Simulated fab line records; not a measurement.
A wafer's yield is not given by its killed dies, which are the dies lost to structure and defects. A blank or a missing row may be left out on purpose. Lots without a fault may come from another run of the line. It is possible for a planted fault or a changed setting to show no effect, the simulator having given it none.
Which of the tools did it?    flow nandHarc    42 wafers from 14 lots sampled at 4 of the route's 1302 steps

== WHAT THE GAUGES READ, wafer by wafer ==
Not one reading of a measure or inspect step in the record can be checked against a usual standard deviation.

== WHAT TOOL EACH LOT RAN ON (gives the tool, then ch and the chambers of the sampled wafers, and finally the start) ==
lot   NHARC_P_M0_PVD_20                       NHARC_P_M1_PVD_20                       NHARC_P_M1_DEP_33                NHARC_P_M2_ETCH_35
L595  pvdSputter-03, day 6 07:40 or earlier   pvdSputter-01, day 6 07:40 or earlier   pecvd-02 ch 1,2, day 6 07:40     rieDiel-07 ch 1,2,3, day 6 09:05
L597  pvdSputter-02, day 7 03:26 or earlier   pvdSputter-03, day 7 03:26 or earlier   pecvd-02 ch 0,2, day 7 03:26     rieDiel-13 ch 1,3, day 7 04:57
L599  pvdSputter-01, day 7 23:31 or earlier   pvdSputter-03, day 7 23:31 or earlier   pecvd-03 ch 0,1,2, day 7 23:31   rieDiel-09 ch 1,3, day 8 00:57
L600  pvdSputter-01, day 8 06:52 or earlier   pvdSputter-02, day 8 06:52 or earlier   pecvd-03 ch 0,1, day 8 06:52     rieDiel-13 ch 0,1,3, day 8 08:23
L602  pvdSputter-03, day 9 09:08 or earlier   pvdSputter-01, day 9 09:08 or earlier   pecvd-01 ch 0,1,2, day 9 09:08   rieDiel-07 ch 0,1,3, day 9 10:32
L603  pvdSputter-02, day 9 17:29 or earlier   pvdSputter-01, day 9 17:29 or earlier   pecvd-02 ch 0,1,2, day 9 17:29   rieDiel-13 ch 1,3, day 9 18:55
L605  pvdSputter-02, day 10 13:16 or earlier  pvdSputter-02, day 10 13:16 or earlier  pecvd-03 ch 0,1, day 10 13:16    rieDiel-13 ch 0,1,3, day 10 14:45
L607  pvdSputter-02, day 11 06:04 or earlier  pvdSputter-03, day 11 06:04 or earlier  pecvd-02 ch 0,2, day 11 06:04    rieDiel-07 ch 1,2, day 11 07:22
L608  pvdSputter-01, day 11 13:17 or earlier  pvdSputter-02, day 11 13:17 or earlier  pecvd-03 ch 0,1,2, day 11 13:17  rieDiel-09 ch 1,2,3, day 11 14:38
L609  pvdSputter-03, day 12 15:01 or earlier  pvdSputter-01, day 12 15:01 or earlier  pecvd-03 ch 0,1, day 12 15:01    rieDiel-07 ch 0,1,3, day 12 16:28
L610  pvdSputter-01, day 12 15:17 or earlier  pvdSputter-02, day 12 15:17 or earlier  pecvd-01 ch 0,1,2, day 12 15:17  rieDiel-13 ch 0,1,2, day 12 16:49
L616  pvdSputter-01, day 15 09:19 or earlier  pvdSputter-01, day 15 09:19 or earlier  pecvd-02 ch 0,1,2, day 15 09:19  rieDiel-07 ch 1,2, day 15 10:52
L617  pvdSputter-03, day 15 13:58 or earlier  pvdSputter-01, day 15 13:58 or earlier  pecvd-01 ch 0,2, day 15 13:58    rieDiel-13 ch 0,2,3, day 15 15:29
L618  pvdSputter-01, day 15 15:19 or earlier  pvdSputter-02, day 15 15:19 or earlier  pecvd-03 ch 0,1,2, day 15 15:19  rieDiel-07 ch 0,1,2, day 15 16:36
- NHARC_P_M0_PVD_20: deposits TaN, target thk 5 nm, time 8.06 s.
- NHARC_P_M1_PVD_20: deposits TaN, target thk 5 nm, time 8.06 s.
- NHARC_P_M1_DEP_33: deposits SiCN, target thk 30 nm.
- NHARC_P_M2_ETCH_35: etches the open film in N2/H2, target depth 40 nm, overetch 12 nm, time 43.94 s.

== AS READ BY THE TOOLS THEMSELVES (means over the sampled wafers that have a number; for cases with no such wafer, the mark the record gives instead) ==
NHARC_P_M0_PVD_20.
lot   tool           biasV (V)  throttleValvePct (%)
L595  pvdSputter-03  170.0      30.6
L597  pvdSputter-02  168.6      29.1
L599  pvdSputter-01  169.0      30.2
L600  pvdSputter-01  167.0      29.9
L602  pvdSputter-03  166.9      30.3
L603  pvdSputter-02  168.4      29.8
L605  pvdSputter-02  169.3      30.5
L607  pvdSputter-02  168.8      29.6
L608  pvdSputter-01  166.0      30.2
L609  pvdSputter-03  168.3      29.9
L610  pvdSputter-01  168.2      30.3
L616  pvdSputter-01  168.9      29.7
L617  pvdSputter-03  167.5      29.9
L618  pvdSputter-01  170.0      30.0

NHARC_P_M1_PVD_20.
lot   tool           biasV (V)  throttleValvePct (%)
L595  pvdSputter-01  170.4      30.4
L597  pvdSputter-03  168.6      29.8
L599  pvdSputter-03  168.0      31.0
L600  pvdSputter-02  170.0      29.9
L602  pvdSputter-01  170.6      30.4
L603  pvdSputter-01  166.7      30.2
L605  pvdSputter-02  167.8      30.1
L607  pvdSputter-03  168.4      30.6
L608  pvdSputter-02  168.9      28.9
L609  pvdSputter-01  170.3      30.2
L610  pvdSputter-02  169.4      29.8
L616  pvdSputter-01  169.2      30.5
L617  pvdSputter-01  167.3      30.1
L618  pvdSputter-02  170.3      30.0

NHARC_P_M1_DEP_33.
lot   tool      chamberPressureTorr (Torr)  heaterPowerOuterW (W)  heaterPowerW (W)  showerheadVppV (V)
L595  pecvd-02  2.998                       406                    632               1261
L597  pecvd-02  3.001                       347                    573               1258
L599  pecvd-03  3.001                       323                    590               1356
L600  pecvd-03  2.997                       372                    674               1343
L602  pecvd-01  2.998                       414                    647               1333
L603  pecvd-02  2.998                       368                    579               1260
L605  pecvd-03  3.003                       358                    655               1344
L607  pecvd-02  2.999                       307                    510               1260
L608  pecvd-03  -                           -                      -                 -
L609  pecvd-03  -                           -                      -                 -
L610  pecvd-01  3.000                       425                    683               1331
L616  pecvd-02  2.999                       368                    583               1273
L617  pecvd-01  2.991                       384                    601               1357
L618  pecvd-03  3.006                       317                    584               1355

NHARC_P_M2_ETCH_35.
lot   tool        drypumpMotorCurrentA (A)  oesProductAu (a.u.)  rfVppV (V)  showerheadPlenumPTorr (Torr)  throttleValvePct (%)
L595  rieDiel-07  5.4                       0.995                431.3       2.02                          14.163
L597  rieDiel-13  5.8                       1.015                431.0       2.04                          14.170
L599  rieDiel-09  5.8                       0.979                435.1       2.18                          14.171
L600  rieDiel-13  5.6                       1.001                430.9       2.06                          14.166
L602  rieDiel-07  5.7                       0.989                430.5       2.04                          14.174
L603  rieDiel-13  5.8                       1.018                431.1       2.04                          14.173
L605  rieDiel-13  5.6                       1.004                430.4       2.06                          14.178
L607  rieDiel-07  5.2                       1.006                431.5       2.06                          14.173
L608  rieDiel-09  5.6                       0.988                434.0       2.17                          14.181
L609  rieDiel-07  5.7                       0.980                430.6       2.04                          14.172
L610  rieDiel-13  5.7                       1.015                433.1       2.12                          14.165
L616  rieDiel-07  5.2                       0.987                431.1       2.06                          14.178
L617  rieDiel-13  6.2                       1.007                430.7       2.05                          14.182
L618  rieDiel-07  5.7                       0.992                429.5       2.01                          14.167

== THE ANSWER, worked out from the rows above alone ==
Rule: the lots themselves supply what counts as usual. Put in order of their means at a reading, lots are off if they are a third of the lots or fewer, leave a main group of 4 or more, and stand apart from it by a gap of 3 or more times the standard deviation of the main group's means; of several such gaps the widest counts. A main group is skipped when, at the precision printed for the reading in the tables above, its means are all equal. Also off: a lot with no number at a reading for which 4 or more lots have one. The other lots that the step has rows for count as sound. The gauges are gone through in route order, then the tools' own readings, and for those a lot's mean is taken as printed above. At the first step where some lot is off, the reading lying furthest off is the one used; lots without a number count as furthest.
Off at NHARC_P_M1_DEP_33 (chamberPressureTorr): L608, L609. Without a number there: L608, L609. The main group: mean 2.999 Torr, standard deviation 0.0035.
If a tool, at that step or one of the process steps before it, ran each lot that is off and ran no sound lot following the first of them, it fits. NHARC_P_M0_PVD_20 gives no start for some lots, so the hours and the order of its lots are those of NHARC_P_M1_DEP_33. NHARC_P_M1_PVD_20 gives no start for some lots, so the hours and the order of its lots are those of NHARC_P_M1_DEP_33. None of those tried fits.

== WHAT THE SIMULATOR PUT IN ==
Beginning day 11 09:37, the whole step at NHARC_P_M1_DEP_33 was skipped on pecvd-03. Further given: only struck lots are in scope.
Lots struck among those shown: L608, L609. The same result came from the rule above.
